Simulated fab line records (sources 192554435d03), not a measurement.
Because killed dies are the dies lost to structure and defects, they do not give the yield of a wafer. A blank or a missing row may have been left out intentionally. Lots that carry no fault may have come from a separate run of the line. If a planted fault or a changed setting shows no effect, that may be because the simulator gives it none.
fab line records	flow n5-finfet
record lots=24	wafers=72	last-day=24
route steps=1938 shown BEOL_M12@1622 BEOL_M13@1672
lots with no fault: from the same line, run without faults
start-h: hours from the record's opening day to when the first of the lot's shown wafers began	wait-h: hours elapsed since this lot's preceding step	" identical to the entry in the row above	L1.1+2: several wafers, shown together as one row	- either no value or no given start	* or withheld: withheld	< > ~ a bound
route shown NAME@n: names a module that has steps shown in the file, with the first one's number in the route	usual: average and standard deviation across the fault-free wafers	same: alike in all rows	chamber/n: place in a boat	sites: readings site by site	_std_site: standard deviation of those values	_edge_site: the outer-site mean with the inner-site mean subtracted	radius-mm: how far each site lies from the wafer's centre	mask NAME#n: copy n	behind: tool/chamber where the wafer was last shaped	hold: cause of the lot's hold/its duration in hours/its outcome	device: transistor that didn't switch, given as n, p or np	end of line: at the end of the route, the tests of the same wafers	a step with no rows: only its recipe	killed: not the wafer's yield, but the dies lost to structure and defects at the first sort	map: dies across one wafer; x = killed, . = not, _ = none there
set.NAME: the setting that was run; set.NAME@STEP: the one run at that earlier step	model.NAME: the simulator's own value behind a step, which no gauge read
one table for each step of the route and one row for each wafer, over a sample of lots
services: when a tool's chamber went out of use (start-h, in hours from the record's first day, below 0 if earlier), for how many hours, and the reason
## steps
# step N5_BEOL_M12_CD_MEAS_17
# recipe target-cd-nm=140	polarity=opening
# usual cd-nm=140.2/1.7
lot.wafer	tool	chamber	start-h	wait-h	cd-nm
L075.1	cd-sem-02	-	366.96	0.0	139.4
L075.4	"	-	"	"	141.3
L075.6	"	-	"	"	139.5
L078.2	cd-sem-01	-	374.47	0.0	142.5
L078.4	"	-	"	"	142.2
L078.6	"	-	"	"	139.9
L077.2	cd-sem-03	-	398.52	0.0	137.6
L077.3	"	-	"	"	140.6
L077.6	"	-	"	"	142.5
L079.1	cd-sem-01	-	420.64	0.0	140.9
L079.2	"	-	"	"	138.8
L079.3	"	-	"	"	139.8
L074.2	cd-sem-03	-	422.65	0.0	140.7
L074.4	"	-	"	"	144.0
L074.5	"	-	"	"	140.7
L080.1	cd-sem-03	-	429.53	0.0	139.4
L080.5	"	-	"	"	139.2
L080.6	"	-	"	"	139.8
L084.1	cd-sem-02	-	429.81	0.0	141.4
L084.2	"	-	"	"	138.9
L084.3	"	-	"	"	141.4
L076.2	cd-sem-01	-	452.71	0.0	141.1
L076.4	"	-	"	"	141.0
L076.6	"	-	"	"	141.5
L081.2	cd-sem-01	-	465.48	0.0	142.2
L081.3	"	-	"	"	140.3
L081.5	"	-	"	"	142.5
L083.1	cd-sem-01	-	466.03	0.0	139.8
L083.3	"	-	"	"	138.9
L083.4	"	-	"	"	142.8
L082.1	cd-sem-03	-	469.38	0.0	140.8
L082.5	"	-	"	"	140.9
L082.6	"	-	"	"	140.5
L085.1	cd-sem-03	-	471.69	0.0	143.2
L085.4	"	-	"	"	139.5
L085.5	"	-	"	"	141.3
L087.2	cd-sem-02	-	477.62	0.0	139.4
L087.4	"	-	"	"	139.2
L087.6	"	-	"	"	138.7
L091.2	cd-sem-03	-	477.66	0.0	139.9
L091.4	"	-	"	"	138.2
L091.5	"	-	"	"	139.8
L086.2	cd-sem-01	-	478.00	0.0	136.4
L086.3	"	-	"	"	138.1
L086.4	"	-	"	"	139.6
L090.2	cd-sem-02	-	479.10	0.0	140.3
L090.5	"	-	"	"	140.2
L090.6	"	-	"	"	139.6
L088.3	cd-sem-01	-	480.93	0.0	141.0
L088.4	"	-	"	"	143.0
L088.5	"	-	"	"	140.6
L089.2	cd-sem-03	-	486.03	0.0	141.5
L089.4	"	-	"	"	137.9
L089.5	"	-	"	"	140.5
L092.2	cd-sem-01	-	502.31	0.0	141.8
L092.3	"	-	"	"	140.2
L092.4	"	-	"	"	144.4
L093.2	cd-sem-01	-	502.89	0.0	140.6
L093.3	"	-	"	"	141.3
L093.4	"	-	"	"	140.6
L095.4	cd-sem-03	-	504.63	0.0	139.4
L095.5	"	-	"	"	138.9
L095.6	"	-	"	"	141.3
L094.3	cd-sem-01	-	523.26	0.0	138.6
L094.4	"	-	"	"	140.6
L094.6	"	-	"	"	141.1
L096.1	cd-sem-03	-	531.63	0.0	136.9
L096.2	"	-	"	"	138.7
L096.6	"	-	"	"	138.1
L097.1	cd-sem-01	-	532.89	0.0	140.9
L097.4	"	-	"	"	139.2
L097.6	"	-	"	"	140.2
# step N5_BEOL_M12_SPUTTER_45
# recipe material=Cu	target-thk-a=800	temp-c=-20	bias-v=60	power-w=26000	chamber-pressure-pa=0.13	time-s=13.33
# usual chuck-sensor-temp-C=-16.1/0.31	susceptor-temp-C=-20.00/0.1	throttle-valve-pct=29.8/1.2
lot.wafer	tool	chamber	start-h	wait-h	chuck-sensor-temp-C	susceptor-temp-C	throttle-valve-pct
L075.1	pvd-sputter-01	-	370.67	0.0	-16.6	-20.22	28.5
L075.4	"	-	"	"	-15.7	-20.03	28.8
L075.6	"	-	"	"	-16.5	-20.28	28.8
L078.2	pvd-sputter-01	-	377.26	0.0	-15.8	-20.02	30.9
L078.4	"	-	"	"	-16.4	-20.01	27.5
L078.6	"	-	"	"	-16.0	-19.95	31.0
L077.2	pvd-sputter-02	-	403.73	0.0	-16.0	-20.00	30.3
L077.3	"	-	"	"	-15.6	-20.04	31.0
L077.6	"	-	"	"	-15.8	-20.08	30.2
L079.1	pvd-sputter-01	-	426.65	0.0	-16.3	-20.03	27.2
L079.2	"	-	"	"	-15.9	-20.00	28.8
L079.3	"	-	"	"	-15.8	-19.87	31.1
L074.2	pvd-sputter-02	-	426.76	0.0	-16.2	-20.04	31.3
L074.4	"	-	"	"	-15.7	-19.98	31.5
L074.5	"	-	"	"	-16.0	-20.23	30.4
L080.1	pvd-sputter-02	-	435.36	0.0	-15.7	-19.99	30.3
L080.5	"	-	"	"	-15.8	-20.00	30.0
L080.6	"	-	"	"	-15.4	-20.01	31.0
L084.1	pvd-sputter-01	-	437.42	0.0	-15.9	-19.97	28.7
L084.2	"	-	"	"	-15.9	-20.14	31.1
L084.3	"	-	"	"	-16.3	-19.89	27.3
L076.2	pvd-sputter-01	-	456.99	0.0	-16.0	-20.02	29.1
L076.4	"	-	"	"	-16.4	-19.99	27.3
L076.6	"	-	"	"	-16.6	-19.98	28.6
L081.2	pvd-sputter-01	-	473.42	0.0	-16.3	-20.11	27.4
L081.3	"	-	"	"	-16.4	-19.88	28.6
L081.5	"	-	"	"	-15.9	-19.99	31.0
L083.1	pvd-sputter-01	-	474.46	0.0	-15.9	-20.10	31.2
L083.3	"	-	"	"	-16.4	-19.91	27.4
L083.4	"	-	"	"	-16.1	-20.08	29.0
L082.1	pvd-sputter-01	-	474.94	0.0	-16.7	-19.89	28.6
L082.5	"	-	"	"	-16.6	-19.82	28.8
L082.6	"	-	"	"	-15.9	-20.00	28.6
L085.1	pvd-sputter-03	-	475.72	0.0	-16.5	-20.02	30.1
L085.4	"	-	"	"	-16.2	-19.84	29.9
L085.5	"	-	"	"	-16.5	-19.93	29.9
L091.2	pvd-sputter-01	-	482.10	0.0	-16.0	-19.99	29.1
L091.4	"	-	"	"	-16.6	-20.06	28.8
L091.5	"	-	"	"	-16.0	-19.94	29.1
L086.2	pvd-sputter-03	-	483.24	0.0	-15.8	-20.07	29.9
L086.3	"	-	"	"	-16.4	-19.93	29.9
L086.4	"	-	"	"	-16.3	-20.05	29.9
L087.2	pvd-sputter-01	-	483.92	0.0	-16.0	-19.84	28.9
L087.4	"	-	"	"	-16.2	-20.08	27.1
L087.6	"	-	"	"	-15.9	-19.82	30.7
L090.2	pvd-sputter-01	-	484.42	0.0	-16.4	-20.13	28.5
L090.5	"	-	"	"	-15.9	-19.88	28.8
L090.6	"	-	"	"	-16.6	-20.13	28.7
L088.3	pvd-sputter-03	-	484.46	0.0	-16.2	-19.91	29.9
L088.4	"	-	"	"	-16.1	-20.16	30.9
L088.5	"	-	"	"	-16.4	-20.04	30.1
L089.2	pvd-sputter-02	-	494.95	0.0	-15.5	-20.04	31.1
L089.4	"	-	"	"	-16.1	-20.00	30.2
L089.5	"	-	"	"	-16.3	-19.84	31.4
L092.2	pvd-sputter-01	-	504.61	0.0	-16.4	-20.17	27.4
L092.3	"	-	"	"	-16.0	-20.01	29.0
L092.4	"	-	"	"	-16.5	-20.18	28.7
L093.2	pvd-sputter-03	-	512.05	0.0	-16.0	-20.02	31.1
L093.3	"	-	"	"	-16.3	-20.03	29.7
L093.4	"	-	"	"	-16.3	-19.98	30.0
L095.4	pvd-sputter-03	-	513.07	0.0	-16.4	-19.90	29.9
L095.5	"	-	"	"	-15.7	-20.05	29.8
L095.6	"	-	"	"	-16.3	-20.15	29.9
L094.3	pvd-sputter-02	-	530.84	0.0	-15.6	-19.89	30.3
L094.4	"	-	"	"	-16.0	-19.90	30.5
L094.6	"	-	"	"	-16.1	-19.91	30.0
L096.1	pvd-sputter-02	-	535.64	0.0	-15.8	-20.17	30.2
L096.2	"	-	"	"	-15.4	-19.91	31.1
L096.6	"	-	"	"	-16.0	-20.03	30.5
L097.1	pvd-sputter-02	-	540.54	0.0	-15.5	-20.05	31.1
L097.4	"	-	"	"	-15.8	-19.86	29.9
L097.6	"	-	"	"	-16.4	-19.83	31.4
# step N5_BEOL_M13_DESCUM_15
# recipe chemistry=O2	time-s=7.9	source-power-w=50	bias-power-w=20	pressure-mtorr=20	rf-frequency-hz=2.712e+07	temp-c=40	o2-flow-sccm=225
# usual bias-power-w=19.99/0.058	drypump-motor-current-A=5.6/0.38	oes-product-au=0.81/0.09	rf-vpp-V=243.0/1.2	showerhead-plenum-p-Torr=2.07/0.055	throttle-valve-pct=20.23/0.21
lot.wafer	tool	chamber	start-h	wait-h	bias-power-w	drypump-motor-current-A	oes-product-au	rf-hours-counter-h	rf-vpp-V	showerhead-plenum-p-Torr	throttle-valve-pct
L075.1	rie-diel-04	2	372.65	0.4	20.10	5.1	0.97	2	244.0	2.13	20.04
L075.4	"	0	"	"	20.07	5.3	0.78	-	245.4	2.20	20.57
L075.6	"	2	"	"	20.12	5.1	0.98	-	244.7	2.13	20.03
L078.2	rie-diel-01	2	379.04	0.0	19.98	6.2	0.81	87	243.0	2.12	20.41
L078.4	"	1	"	"	20.02	5.6	0.74	161	242.8	2.07	20.15
L078.6	"	0	"	"	19.89	5.0	0.72	-	241.5	1.99	20.09
L077.2	rie-diel-04	2	405.39	0.1	20.02	5.1	0.92	15	244.2	2.12	20.08
L077.3	"	3	"	"	19.97	5.9	0.70	233	242.0	2.04	20.07
L077.6	"	0	"	"	19.93	5.3	0.77	-	245.4	2.19	20.59
L079.1	rie-diel-05	2	428.36	0.0	19.91	5.7	0.69	221	242.5	2.05	20.17
L079.2	"	0	"	"	19.99	5.3	0.92	22	242.1	2.05	20.19
L079.3	"	3	"	"	20.11	5.9	0.90	48	242.1	2.04	20.16
L074.2	rie-diel-01	2	428.64	0.0	19.96	6.2	0.78	102	245.2	2.11	20.41
L074.4	"	0	"	"	20.09	5.0	0.70	199	241.8	1.98	20.11
L074.5	"	0	"	"	20.13	5.0	0.70	-	242.7	1.98	20.14
L080.1	rie-diel-04	1	436.95	0.0	19.98	5.4	0.95	13	242.4	2.07	20.47
L080.5	"	3	"	"	19.98	5.9	0.69	-	243.2	2.04	20.10
L080.6	"	0	"	"	20.01	5.3	0.77	-	244.7	2.19	20.59
L084.1	rie-diel-05	2	439.20	0.0	20.06	5.6	0.69	224	241.4	2.05	20.18
L084.2	"	0	"	"	19.85	5.3	0.91	25	243.1	2.05	20.21
L084.3	"	3	"	"	20.04	5.9	0.89	51	242.3	2.04	20.14
L076.2	rie-diel-05	1	458.80	0.3	19.97	5.9	0.85	47	242.5	2.03	20.13
L076.4	"	3	"	"	19.91	5.9	0.88	59	243.1	2.04	20.16
L076.6	"	0	"	"	20.02	5.3	0.90	-	242.8	2.04	20.24
L081.2	rie-diel-04	3	475.31	0.3	20.04	5.8	0.98	0	242.9	2.04	19.80
L081.3	"	1	"	"	20.00	5.4	0.92	28	242.6	2.07	20.50
L081.5	"	1	"	"	19.99	5.5	0.92	-	241.8	2.07	20.50
L083.1	rie-diel-04	2	476.04	0.0	19.98	5.1	0.87	38	245.0	2.11	20.09
L083.3	"	0	"	"	19.84	5.3	0.75	143	244.0	2.18	20.63
L083.4	"	3	"	"	19.97	5.8	0.99	0	242.3	2.04	19.80
L082.1	rie-diel-05	0	476.85	0.0	20.01	5.3	0.87	39	241.7	2.04	20.25
L082.5	"	1	"	"	19.96	5.9	0.83	-	242.0	2.03	20.16
L082.6	"	2	"	"	20.00	5.7	0.68	-	242.8	2.04	20.19
L085.1	rie-diel-05	2	477.67	0.0	20.09	5.7	0.68	236	243.7	2.04	20.20
L085.4	"	0	"	"	20.08	5.3	0.88	40	242.1	2.04	20.21
L085.5	"	1	"	"	20.00	5.9	0.84	-	242.9	2.03	20.17
L091.2	rie-diel-05	1	484.63	0.0	19.97	5.9	0.83	56	241.2	2.03	20.16
L091.4	"	3	"	"	19.90	5.9	0.87	67	242.2	2.04	20.16
L091.5	"	2	"	"	19.92	5.7	0.68	-	243.3	2.04	20.19
L086.2	rie-diel-01	2	485.64	0.0	20.02	6.2	0.78	115	243.9	2.11	20.44
L086.3	"	3	"	"	20.05	6.2	0.82	91	243.8	2.10	20.21
L086.4	"	0	"	"	19.97	5.0	0.69	212	241.5	1.98	20.16
L087.2	rie-diel-04	2	486.18	0.0	20.04	5.1	0.86	41	244.5	2.11	20.09
L087.4	"	0	"	"	19.88	5.3	0.75	147	244.3	2.18	20.62
L087.6	"	0	"	"	19.93	5.3	0.75	-	245.0	2.18	20.65
L090.2	rie-diel-01	0	487.14	0.1	20.05	5.0	0.69	213	241.4	1.98	20.14
L090.5	"	1	"	"	20.03	5.6	0.71	-	241.6	2.06	20.19
L090.6	"	2	"	"	19.98	6.2	0.79	-	243.3	2.11	20.43
L088.3	rie-diel-04	3	487.46	0.3	20.04	5.8	0.96	4	243.2	2.04	19.81
L088.4	"	1	"	"	19.97	5.4	0.91	32	243.7	2.07	20.52
L088.5	"	2	"	"	19.96	5.1	0.86	-	245.0	2.11	20.10
L089.2	rie-diel-01	1	498.03	0.1	20.03	5.6	0.71	189	241.1	2.06	20.19
L089.4	"	0	"	"	19.97	5.0	0.68	217	240.7	1.97	20.15
L089.5	"	0	"	"	19.93	5.0	0.69	-	240.7	1.98	20.16
L092.2	rie-diel-05	2	506.68	0.0	19.86	5.7	0.68	247	242.8	2.04	20.21
L092.3	"	1	"	"	20.01	5.9	0.83	63	241.8	2.02	20.18
L092.4	"	2	"	"	19.89	5.6	0.67	-	243.0	2.04	20.20
L093.2	rie-diel-04	2	513.64	0.0	19.99	5.0	0.84	50	242.9	2.11	20.10
L093.3	"	1	"	"	20.03	5.4	0.89	42	241.3	2.06	20.52
L093.4	"	3	"	"	20.05	5.8	0.92	12	242.8	2.03	19.80
L095.4	rie-diel-01	1	515.24	0.0	20.03	5.6	0.71	194	242.1	2.06	20.21
L095.5	"	0	"	"	19.82	5.0	0.68	-	240.8	1.97	20.16
L095.6	"	1	"	"	20.00	5.6	0.71	-	243.4	2.06	20.20
L094.3	rie-diel-04	3	532.70	0.0	19.99	5.8	0.92	18	241.6	2.03	19.82
L094.4	"	1	"	"	20.05	5.4	0.89	49	243.8	2.06	20.54
L094.6	"	1	"	"	19.98	5.4	0.88	-	242.0	2.06	20.52
L096.1	rie-diel-04	0	537.62	0.0	19.92	5.3	0.74	166	243.6	2.17	20.65
L096.2	"	3	"	"	20.04	5.8	0.91	20	241.5	2.03	19.81
L096.6	"	2	"	"	20.02	5.1	0.84	-	243.4	2.11	20.13
L097.1	rie-diel-01	3	542.12	0.0	20.11	6.2	0.80	110	243.7	2.10	20.24
L097.4	"	0	"	"	20.01	5.0	0.68	231	241.6	1.97	20.18
L097.6	"	2	"	"	19.99	6.2	0.77	-	241.7	2.10	20.45
# step N5_BEOL_M13_STRIP_64
# recipe chemistry=N2/H2	power-w=1000	temp-c=250	h2-frac=0.65	overash-fraction=0.3	pressure-mtorr=withheld	n2-flow-sccm=1750	h2-flow-sccm=3250
# usual drypump-motor-current-A=5.9/0.34	heater-power-w=355/20	oes-product-au=0.715/0.0039	strip-time-to-endpoint-s=31.32/0.064
lot.wafer	tool	chamber	start-h	wait-h	drypump-motor-current-A	heater-power-w	oes-product-au	rf-hours-counter-h	strip-time-to-endpoint-s
L075.1	plasma-asher-02	1	373.03	0.0	5.9	351	0.715	142	31.30
L075.4	"	0	"	"	5.2	402	0.717	-	31.34
L075.6	"	0	"	"	5.2	398	0.711	-	31.24
L078.2	plasma-asher-02	1	379.42	0.0	5.9	365	0.715	143	31.35
L078.4	"	1	"	"	5.9	354	0.719	-	31.39
L078.6	"	0	"	"	5.3	393	0.718	-	31.39
L077.2	plasma-asher-02	1	405.77	0.0	5.9	349	0.718	148	31.40
L077.3	"	1	"	"	5.9	363	0.704	-	31.30
L077.6	"	0	"	"	5.3	401	0.720	-	31.30
L079.1	plasma-asher-01	1	428.74	0.0	5.9	344	0.709	100	31.26
L079.2	"	0	"	"	6.2	343	0.709	100	31.33
L079.3	"	0	"	"	6.2	335	0.711	-	31.33
L074.2	plasma-asher-02	1	429.02	0.0	5.9	363	0.712	152	31.46
L074.4	"	0	"	"	5.3	397	0.713	-	31.27
L074.5	"	0	"	"	5.3	403	0.721	-	31.36
L080.1	plasma-asher-01	1	437.33	0.0	5.8	342	0.718	101	31.30
L080.5	"	0	"	"	6.2	339	0.717	-	31.33
L080.6	"	1	"	"	5.9	341	0.710	-	31.29
L084.1	plasma-asher-01	1	439.58	0.0	5.9	347	0.716	102	31.39
L084.2	"	0	"	"	6.2	339	0.711	102	31.29
L084.3	"	1	"	"	5.8	342	0.719	-	31.38
L076.2	plasma-asher-02	1	459.18	0.0	5.9	365	0.712	157	31.37
L076.4	"	0	"	"	5.2	397	0.714	-	31.32
L076.6	"	0	"	"	5.3	408	0.717	-	31.39
L081.2	plasma-asher-01	0	475.69	0.0	6.2	337	0.712	107	31.26
L081.3	"	1	"	"	5.9	337	0.713	-	31.26
L081.5	"	1	"	"	5.9	338	0.724	-	31.25
L083.1	plasma-asher-01	0	476.44	0.0	6.2	344	0.713	107	31.22
L083.3	"	0	"	"	6.2	350	0.717	-	31.23
L083.4	"	1	"	"	5.9	345	0.709	-	31.26
L082.1	plasma-asher-02	0	477.24	0.0	5.3	396	0.715	160	31.31
L082.5	"	0	"	"	5.2	390	0.713	-	31.29
L082.6	"	1	"	"	5.9	348	0.715	-	31.39
L085.1	plasma-asher-01	0	478.05	0.0	6.2	328	0.712	108	31.26
L085.4	"	1	"	"	5.8	339	0.712	-	31.19
L085.5	"	0	"	"	6.2	337	0.718	-	31.25
L091.2	plasma-asher-01	0	485.02	0.0	6.2	338	0.709	111	31.24
L091.4	"	0	"	"	6.2	351	0.719	-	31.38
L091.5	"	1	"	"	5.9	335	0.716	-	31.33
L086.2	plasma-asher-01	0	486.02	0.0	6.2	337	0.721	111	31.22
L086.3	"	1	"	"	5.8	337	0.710	-	31.37
L086.4	"	0	"	"	6.2	345	0.722	-	31.29
L087.2	plasma-asher-02	1	486.56	0.0	5.9	366	0.717	163	31.27
L087.4	"	1	"	"	5.9	365	0.712	-	31.19
L087.6	"	1	"	"	5.9	360	0.718	-	31.28
L090.2	plasma-asher-01	0	487.53	0.0	6.2	343	0.719	111	31.32
L090.5	"	1	"	"	5.9	341	0.718	-	31.31
L090.6	"	0	"	"	6.2	349	0.712	-	31.32
L088.3	plasma-asher-01	0	487.87	0.0	6.2	347	0.710	-	31.44
L088.4	"	1	"	"	5.8	333	0.716	-	31.41
L088.5	"	1	"	"	5.8	345	0.711	-	31.39
L089.2	plasma-asher-01	1	498.41	0.0	5.9	336	0.706	113	31.27
L089.4	"	0	"	"	6.2	340	0.716	-	31.30
L089.5	"	1	"	"	5.9	340	0.717	-	31.22
L092.2	plasma-asher-01	0	507.06	0.0	6.2	349	0.711	117	31.33
L092.3	"	1	"	"	5.8	349	0.716	-	31.36
L092.4	"	0	"	"	6.2	343	0.717	-	31.33
L093.2	plasma-asher-01	0	514.25	0.0	6.2	343	0.721	119	31.27
L093.3	"	0	"	"	6.2	346	0.718	-	31.27
L093.4	"	1	"	"	5.9	337	0.718	-	31.28
L095.4	plasma-asher-02	0	515.64	0.0	5.2	380	0.717	-	31.24
L095.5	"	0	"	"	5.2	366	0.707	-	31.24
L095.6	"	1	"	"	5.9	361	0.716	-	31.25
L094.3	plasma-asher-02	0	533.11	0.0	5.3	370	0.715	-	31.40
L094.4	"	1	"	"	5.9	355	0.717	-	31.44
L094.6	"	0	"	"	5.3	372	0.721	-	31.48
L096.1	plasma-asher-02	0	538.00	0.0	5.3	383	0.716	6	31.35
L096.2	"	1	"	"	5.9	350	0.714	6	31.43
L096.6	"	1	"	"	5.9	353	0.707	-	31.32
L097.1	plasma-asher-01	1	542.50	0.0	5.8	333	0.715	125	31.31
L097.4	"	1	"	"	5.9	340	0.715	-	31.36
L097.6	"	0	"	"	6.2	345	0.718	-	31.35
# step N5_BEOL_M13_DEGAS_41
# recipe ambient=vacuum	temp-c=250	time-s=60
# usual heater-power-w=336/31	susceptor-temp-C=250.01/0.17
lot.wafer	tool	chamber	start-h	wait-h	heater-power-w	susceptor-temp-C
L075.1	pvd-sputter-01	-	376.54	0.6	332	250.31
L075.4	"	-	"	"	388	249.79
L075.6	"	-	"	"	338	250.22
L078.2	pvd-sputter-03	-	382.44	0.5	351	250.13
L078.4	"	-	"	"	330	250.07
L078.6	"	-	"	"	278	249.75
L077.2	pvd-sputter-03	-	413.67	0.3	330	250.17
L077.3	"	-	"	"	284	249.93
L077.6	"	-	"	"	356	250.08
L079.1	pvd-sputter-02	-	430.36	0.2	371	250.38
L079.2	"	-	"	"	362	250.19
L079.3	"	-	"	"	311	250.01
L074.2	pvd-sputter-01	-	432.84	2.3	380	250.04
L074.4	"	-	"	"	331	249.93
L074.5	"	-	"	"	275	250.03
L080.1	pvd-sputter-02	-	442.00	0.6	360	250.02
L080.5	"	-	"	"	341	250.07
L080.6	"	-	"	"	374	250.14
L084.1	pvd-sputter-02	-	442.66	0.5	337	250.40
L084.2	"	-	"	"	370	249.84
L084.3	"	-	"	"	353	249.83
L076.2	pvd-sputter-02	-	464.56	0.1	365	249.83
L076.4	"	-	"	"	364	249.86
L076.6	"	-	"	"	331	249.94
L081.2	pvd-sputter-01	-	479.26	0.2	339	250.10
L081.3	"	-	"	"	271	250.11
L081.5	"	-	"	"	375	250.05
L083.1	pvd-sputter-02	-	479.63	0.4	304	250.12
L083.3	"	-	"	"	367	250.10
L083.4	"	-	"	"	333	250.25
L082.1	pvd-sputter-02	-	482.15	0.4	335	250.00
L082.5	"	-	"	"	368	250.09
L082.6	"	-	"	"	310	250.03
L085.1	pvd-sputter-01	-	482.48	0.4	340	250.23
L085.4	"	-	"	"	384	249.88
L085.5	"	-	"	"	339	250.29
L091.2	pvd-sputter-03	-	487.86	0.2	347	249.92
L091.4	"	-	"	"	337	249.86
L091.5	"	-	"	"	356	250.13
L086.2	pvd-sputter-02	-	491.45	0.3	299	250.03
L086.3	"	-	"	"	359	249.85
L086.4	"	-	"	"	370	249.74
L087.2	pvd-sputter-02	-	491.77	0.4	333	249.68
L087.4	"	-	"	"	362	250.01
L087.6	"	-	"	"	356	249.90
L090.2	pvd-sputter-01	-	494.25	0.3	280	250.18
L090.5	"	-	"	"	340	249.98
L090.6	"	-	"	"	279	250.25
L088.3	pvd-sputter-02	-	494.39	0.2	338	250.20
L088.4	"	-	"	"	376	249.86
L088.5	"	-	"	"	332	249.96
L089.2	pvd-sputter-01	-	500.43	0.3	340	249.86
L089.4	"	-	"	"	283	249.93
L089.5	"	-	"	"	381	249.87
L092.2	pvd-sputter-03	-	515.49	2.4	287	250.12
L092.3	"	-	"	"	346	249.79
L092.4	"	-	"	"	352	250.15
L093.2	pvd-sputter-01	-	518.18	0.3	280	249.77
L093.3	"	-	"	"	338	250.07
L093.4	"	-	"	"	335	249.99
L095.4	pvd-sputter-01	-	519.20	0.9	287	250.08
L095.5	"	-	"	"	335	249.90
L095.6	"	-	"	"	347	250.10
L094.3	pvd-sputter-02	-	535.04	0.4	312	249.81
L094.4	"	-	"	"	373	250.14
L094.6	"	-	"	"	335	250.03
L096.1	pvd-sputter-02	-	540.90	0.2	310	250.13
L096.2	"	-	"	"	362	250.05
L096.6	"	-	"	"	336	250.02
L097.1	pvd-sputter-01	-	544.13	0.0	282	249.74
L097.4	"	-	"	"	346	249.93
L097.6	"	-	"	"	279	249.85
# step N5_BEOL_M13_SPUTTER_43
# recipe material=TaN	target-thk-a=150	temp-c=50	bias-v=168.6	power-w=15000	chamber-pressure-pa=0.12	time-s=24.19
# usual susceptor-temp-C=50.02/0.11	throttle-valve-pct=30.0/1.2
lot.wafer	tool	chamber	start-h	wait-h	susceptor-temp-C	throttle-valve-pct
L075.1	pvd-sputter-01	-	376.62	0.0	50.21	27.4
L075.4	"	-	"	"	49.86	28.8
L075.6	"	-	"	"	50.18	27.5
L078.2	pvd-sputter-03	-	382.52	0.0	50.08	30.9
L078.4	"	-	"	"	50.19	29.8
L078.6	"	-	"	"	49.91	30.1
L077.2	pvd-sputter-03	-	413.75	0.0	50.04	30.0
L077.3	"	-	"	"	50.12	29.7
L077.6	"	-	"	"	49.75	31.1
L079.1	pvd-sputter-02	-	430.44	0.0	50.06	31.1
L079.2	"	-	"	"	50.13	31.4
L079.3	"	-	"	"	49.93	29.7
L074.2	pvd-sputter-01	-	432.92	0.0	50.12	28.9
L074.4	"	-	"	"	50.04	28.9
L074.5	"	-	"	"	50.01	31.1
L080.1	pvd-sputter-02	-	442.08	0.0	50.05	31.5
L080.5	"	-	"	"	50.01	30.5
L080.6	"	-	"	"	50.07	31.3
L084.1	pvd-sputter-02	-	442.74	0.0	49.91	30.2
L084.2	"	-	"	"	50.09	31.4
L084.3	"	-	"	"	50.17	30.7
L076.2	pvd-sputter-02	-	464.64	0.0	49.89	31.4
L076.4	"	-	"	"	50.00	31.0
L076.6	"	-	"	"	50.03	30.2
L081.2	pvd-sputter-01	-	479.34	0.0	50.02	28.5
L081.3	"	-	"	"	50.05	30.9
L081.5	"	-	"	"	50.12	28.7
L083.1	pvd-sputter-02	-	479.71	0.0	49.95	30.1
L083.3	"	-	"	"	50.16	31.3
L083.4	"	-	"	"	49.97	30.2
L082.1	pvd-sputter-02	-	482.23	0.0	49.74	30.2
L082.5	"	-	"	"	50.09	31.2
L082.6	"	-	"	"	49.78	30.0
L085.1	pvd-sputter-01	-	482.56	0.0	49.90	28.6
L085.4	"	-	"	"	50.05	29.0
L085.5	"	-	"	"	49.89	27.2
L091.2	pvd-sputter-03	-	487.94	0.0	49.92	29.9
L091.4	"	-	"	"	50.19	29.8
L091.5	"	-	"	"	49.96	29.9
L086.2	pvd-sputter-02	-	491.53	0.0	49.98	30.1
L086.3	"	-	"	"	50.02	31.4
L086.4	"	-	"	"	49.90	31.2
L087.2	pvd-sputter-02	-	491.85	0.0	50.09	30.3
L087.4	"	-	"	"	49.97	31.2
L087.6	"	-	"	"	50.01	31.2
L090.2	pvd-sputter-01	-	494.33	0.0	50.02	30.8
L090.5	"	-	"	"	50.11	27.4
L090.6	"	-	"	"	49.92	31.0
L088.3	pvd-sputter-02	-	494.47	0.0	49.95	30.2
L088.4	"	-	"	"	50.06	31.1
L088.5	"	-	"	"	50.01	30.1
L089.2	pvd-sputter-01	-	500.51	0.0	49.92	27.2
L089.4	"	-	"	"	49.91	30.8
L089.5	"	-	"	"	49.96	29.0
L092.2	pvd-sputter-03	-	515.57	0.0	50.12	30.0
L092.3	"	-	"	"	50.04	30.0
L092.4	"	-	"	"	50.01	30.8
L093.2	pvd-sputter-01	-	518.26	0.0	50.07	31.0
L093.3	"	-	"	"	50.22	27.5
L093.4	"	-	"	"	49.94	28.7
L095.4	pvd-sputter-01	-	519.28	0.0	49.82	31.2
L095.5	"	-	"	"	49.92	27.4
L095.6	"	-	"	"	50.03	28.5
L094.3	pvd-sputter-02	-	535.12	0.0	49.98	30.2
L094.4	"	-	"	"	49.90	31.1
L094.6	"	-	"	"	49.82	30.2
L096.1	pvd-sputter-02	-	540.98	0.0	50.18	29.7
L096.2	"	-	"	"	49.99	31.3
L096.6	"	-	"	"	50.14	30.1
L097.1	pvd-sputter-01	-	544.21	0.0	50.03	31.0
L097.4	"	-	"	"	50.04	27.2
L097.6	"	-	"	"	49.92	30.8
## services
tool	chamber	start-h	hours	kind
rie-diel-04	2	348.86	-	clean
rie-diel-04	2	348.86	-	consumable-replace:focus-ring
rie-diel-04	2	348.86	18.3	scheduled-down
rie-diel-04	2	348.86	18.3	vent-cycle
rie-diel-04	1	371.06	-	clean
rie-diel-04	1	371.06	-	consumable-replace:focus-ring
rie-diel-04	1	371.06	16.2	scheduled-down
rie-diel-04	1	371.06	16.2	vent-cycle
rie-diel-01	3	402.03	14.8	repair
rie-diel-01	0	408.18	3.1	repair
rie-diel-01	3	422.49	3.5	repair
pvd-sputter-01	-	437.89	2.9	repair
plasma-asher-02	-	438.24	1.3	repair
rie-diel-01	-	452.31	14.6	pm
pvd-sputter-01	-	460.30	2.2	repair
rie-diel-04	3	460.76	-	clean
rie-diel-04	3	460.76	-	consumable-replace:focus-ring
pvd-sputter-01	-	466.61	5.2	repair
rie-diel-01	-	467.94	2.8	pm
rie-diel-01	1	471.75	9.3	repair
rie-diel-01	3	475.74	4.3	repair
plasma-asher-02	-	505.50	9.0	pm
pvd-sputter-02	-	521.97	3.5	repair
rie-diel-04	1	534.87	3.4	repair
## key
fault none
